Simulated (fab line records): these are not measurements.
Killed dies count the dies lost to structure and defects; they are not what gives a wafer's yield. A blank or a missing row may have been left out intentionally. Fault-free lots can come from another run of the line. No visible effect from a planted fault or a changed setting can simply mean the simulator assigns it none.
What tool caused it?    flow n5 finfet    9 lots with 25 wafers sampled at 5 steps, on a route of 1938 steps

## WHAT EACH GAUGE READ, for each wafer
N5_BEOL_M0_SAQP_CD_MEAS_29: the cd target is 14.4 nm.
lot   measured      on         cd nm (nm)
L843  day 6 00:40   cd sem-01  15.13 14.96 15.18
L848  day 7 18:18   cd sem-02  14.60 15.26 15.06
L852  day 8 07:12   cd sem-02  14.92 15.01
L853  day 8 15:36   cd sem-01  15.23 14.99
L858  day 9 18:09   cd sem-02  15.53 15.18 15.09
L859  day 10 05:26  cd sem-03  15.49 14.75 15.28
L860  day 10 08:53  cd sem-03  15.17 14.95 14.79
L862  day 10 23:29  cd sem-01  14.98 15.00 14.87
L864  day 11 13:31  cd sem-02  15.08 15.03 15.18

N5_BEOL_M0_CUTY_CD_MEAS_57: the cd target is 200 nm.
lot   measured      on         cd nm (nm)
L843  day 6 02:31   cd sem-01  199.6 199.3 199.8
L848  day 7 20:26   cd sem-03  202.0 201.9 201.4
L852  day 8 09:16   cd sem-02  200.5 200.9
L853  day 8 17:20   cd sem-01  201.3 200.8
L858  day 9 19:53   cd sem-02  201.1 200.9 199.8
L859  day 10 07:13  cd sem-01  199.6 200.7 199.5
L860  day 10 10:32  cd sem-02  200.1 201.1 199.5
L862  day 11 01:55  cd sem-01  200.6 200.1 202.2
L864  day 11 15:26  cd sem-03  199.8 198.6 199.3

N5_BEOL_M4_RC_MEAS_101.
lot   measured      on         DIBL_N (mV/V)   DIBL_P (mV/V)  IOFF_N (nA/um)  IOFF_P (nA/um)  ION_N (uA/um)  ION_P (uA/um)  SS_N (mV/dec)   SS_P (mV/dec)   VT_N (mV)    VT_P (mV)
L843  day 11 05:18  prober-02  36.0 36.3 36.3  34 36 35       0.14 0.17 0.15  0.20 0.24 0.24  676 692 691    465 472 474    71.2 71.6 71.2  72.9 73.4 72.7  248 244 249  -250 -246 -248
L848  day 12 01:53  prober-02  37.1 38.0 34.7  39 41 37       0.18 0.21 0.14  0.24 0.29 0.21  674 686 667    463 476 463    72.0 71.8 70.5  74.2 74.3 73.3  250 249 252  -248 -247 -247
L852  day 13 06:21  prober-02  36.6 36.7       37 37          0.17 0.16       0.21 0.21       681 671        462 460        72.2 71.5       73.4 73.6       250 250      -248 -251
L853  day 13 12:31  prober-02  36.7 35.2       38 37          0.18 0.16       0.25 0.24       675 693        469 476        71.2 70.9       73.2 74.2       246 249      -249 -247
L858  day 14 14:53  prober-02  36.8 37.6 42.1  38 39 43       0.15 0.18 0.30  0.25 0.29 0.40  675 680 712    469 478 482    71.2 71.5 72.6  73.1 73.6 75.5  253 247 241  -245 -245 -240
L859  day 15 15:47  prober-01  32.3 36.0 32.8  34 38 34       0.11 0.17 0.12  0.17 0.25 0.18  661 662 671    452 461 469    70.5 72.2 70.6  71.0 74.0 71.9  253 247 254  -252 -248 -252
L860  day 15 12:39  prober-01  35.4 36.7 35.1  38 39 38       0.15 0.18 0.15  0.20 0.22 0.21  669 688 669    457 465 460    71.1 71.8 71.3  73.4 73.7 73.4  253 246 251  -252 -252 -251
L862  day 17 18:43  prober-01  43.7 38.2 37.7  45 38 37       0.34 0.18 0.17  0.39 0.24 0.23  692 696 677    472 478 467    73.6 71.0 71.5  75.9 73.4 74.3  243 249 250  -243 -248 -248
L864  day 16 15:21  prober-02  39.7 40.2 38.0  42 42 39       0.26 0.25 0.22  0.32 0.33 0.26  694 682 681    474 475 466    72.8 72.6 72.4  75.2 74.5 74.2  241 246 245  -245 -245 -246

## EACH LOT AND THE TOOL THAT RAN IT (in order: tool; ch and the chambers of the sampled wafers; start)
lot   N5_BEOL_M0_CUTY_ETCH_62             N5_BEOL_M0_STRIP_142
L843  rie diel-01 ch 0,1, day 6 02:39     rie diel-04 ch 0,2, day 6 04:46
L848  rie diel-01 ch 0,1, day 7 20:34     rie diel-05 ch 0,1,3, day 8 01:17
L852  rie diel-01 ch 1,2, day 8 09:31     rie diel-01 ch 1,2, day 8 11:34
L853  rie diel-01 ch 0,2, day 8 17:27     rie diel-01 ch 1,2, day 8 18:26
L858  rie diel-05 ch 1,2,3, day 9 20:01   rie diel-05 ch 0,1,2, day 9 21:19
L859  rie diel-04 ch 0,1,3, day 10 07:22  rie diel-04 ch 2,3, day 10 11:16
L860  rie diel-04 ch 0,1,2, day 10 10:57  rie diel-01 ch 1,2, day 10 14:51
L862  rie diel-04 ch 1,2,3, day 11 02:02  rie diel-04 ch 0,3, day 11 05:22
L864  rie diel-01 ch 1,3, day 11 15:36    rie diel-05 ch 0,1,3, day 11 17:11
- N5_BEOL_M0_CUTY_ETCH_62: etches SiARC in CF4, time 58.5 s.
- N5_BEOL_M0_STRIP_142: strips in N2/H2, time 10 s.

## AS READ BY THE TOOLS THEMSELVES (means over the sampled wafers that have a number; for cases with no such wafer, the mark the record gives instead)
N5_BEOL_M0_CUTY_ETCH_62.
lot   tool         cf4 flow sccm (sccm)  drypump motor current A (A)  etch rf on time s (s)  mfc ar sccm (sccm)  oes product au (a.u.)  rf vpp V (V)  showerhead plenum p Torr (Torr)  throttle valve pct (%)
L843  rie diel-01  99.8                  5.4                          59.4                   99.89               0.63                   184.7         2.17                             15.60
L848  rie diel-01  99.8                  5.2                          59.3                   100.23              0.63                   184.5         2.19                             15.55
L852  rie diel-01  100.1                 5.2                          71.6                   100.09              0.56                   183.8         2.13                             15.52
L853  rie diel-01  99.8                  5.3                          72.7                   99.77               0.55                   183.6         2.09                             15.63
L858  rie diel-05  99.9                  5.6                          59.4                   99.93               0.71                   184.4         2.13                             15.33
L859  rie diel-04  100.0                 6.2                          58.6                   99.91               0.64                   184.5         2.16                             15.58
L860  rie diel-04  100.0                 5.6                          60.1                   100.02              0.64                   184.5         2.14                             15.49
L862  rie diel-04  99.9                  5.9                          59.5                   99.96               0.65                   184.5         2.16                             15.44
L864  rie diel-01  100.2                 5.2                          58.4                   100.23              0.65                   184.4         2.16                             15.48

N5_BEOL_M0_STRIP_142.
lot   tool         drypump motor current A (A)  oes product au (a.u.)  rf vpp V (V)  showerhead plenum p Torr (Torr)  throttle valve pct (%)
L843  rie diel-04  5.2                          0.74                   59.0          2.53                             23.13
L848  rie diel-05  5.6                          0.88                   59.5          2.51                             23.30
L852  rie diel-01  5.2                          0.71                   59.6          2.54                             23.55
L853  rie diel-01  5.2                          0.71                   59.2          2.54                             23.56
L858  rie diel-05  5.7                          0.82                   59.3          2.52                             23.21
L859  rie diel-04  5.5                          0.73                   59.3          2.56                             23.21
L860  rie diel-01  5.2                          0.69                   59.0          2.49                             23.44
L862  rie diel-04  6.3                          0.68                   59.7          2.56                             23.19
L864  rie diel-05  5.6                          0.85                   59.8          2.50                             23.33

## THE ANSWER, worked out from the rows above alone
Rule: the usual values come from the lots themselves. The widest of any qualifying gaps counts: lots, ordered by their means at a reading, are off when they make up no more than a third of the lots, leave a main group of 4 or more, and stand apart from it by 3 or more times the standard deviation of that group's means. If all means in a main group match to the digits the tables above print for the reading, that group is not used. A lot without any number at a reading at which 4 lots or more have one is off too. Where the step has rows for the other lots, those lots are counted as sound. The gauges are gone through in route order, then the tools' own readings, and for those a lot's mean is taken as printed above. At the first step where some lot is off, the reading lying furthest off is the one used; lots without a number count as furthest.
Off at N5_BEOL_M0_CUTY_ETCH_62 (etch rf on time s): L852, L853. The main group: mean 59.2 s, standard deviation 0.53.
A tool fits if, at that step or a process step before it, it ran every lot that is off, and no sound lot after the first of them. Of those tried, none fits.

## WHAT THE SIMULATOR PUT IN
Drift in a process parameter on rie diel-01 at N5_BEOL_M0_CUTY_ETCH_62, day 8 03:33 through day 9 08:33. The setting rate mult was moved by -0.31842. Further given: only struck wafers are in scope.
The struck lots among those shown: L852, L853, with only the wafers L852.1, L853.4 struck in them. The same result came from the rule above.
